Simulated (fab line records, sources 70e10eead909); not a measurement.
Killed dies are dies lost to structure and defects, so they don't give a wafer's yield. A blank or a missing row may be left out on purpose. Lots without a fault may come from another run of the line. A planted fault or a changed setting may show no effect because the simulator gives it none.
Chamber matching | flow nand_harc | NHARC_P_M1_ETCH_35 on rie_diel-05: 4 sister chambers
The step etches the open film in N2/H2, target depth 40 nm, overetch 12 nm, time 43.94 s. 4 wafers are shown with their chamber, then 11 later ones without.

WAFERS WITH THEIR CHAMBER
wafer  | chamber | showerhead_plenum_p_Torr (Torr)
L082.6 | 2       | 1.91
L088.4 | 0       | 1.91
L088.5 | 3       | 2.21
L090.2 | 1       | 1.94

WAFERS WITHOUT THEIR CHAMBER
wafer  | showerhead_plenum_p_Torr (Torr)
L090.3 | 2.20
L090.4 | 1.91
L093.1 | 1.94
L093.4 | 1.91
L093.6 | 1.94
L094.1 | 2.20
L094.2 | 1.94
L094.4 | 1.91
L095.1 | 1.91
L095.3 | 1.91
L095.5 | 1.94

WHICH CHAMBER EACH WENT THROUGH
wafer  | from the rows above     | in truth
L090.3 | 3                       | 3
L090.4 | can't be placed: 0 or 2 | 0
L093.1 | 1                       | 1
L093.4 | can't be placed: 0 or 2 | 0
L093.6 | 1                       | 1
L094.1 | 3                       | 3
L094.2 | 1                       | 1
L094.4 | can't be placed: 0 or 2 | 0
L095.1 | can't be placed: 0 or 2 | 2
L095.3 | can't be placed: 0 or 2 | 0
L095.5 | 1                       | 1
Placed correctly: 6 of 11. Can't be placed from these rows: 5 (the true chamber is among the candidates in 5). Placed wrongly: 0.
How it was worked out, from the rows above alone: a wafer's distance from a chamber is the root of the sum, over the readings, of the square of ((its reading less the chamber's mean) divided by the reading's scatter). The wafer belongs to the nearest chamber; if the next one is less than 2 further off, it can't be placed. A chamber's mean is the mean of its shown wafers. The scatter: with one shown wafer a chamber, the root of the mean of the squares of how far each hidden wafer lies from its nearest shown one.
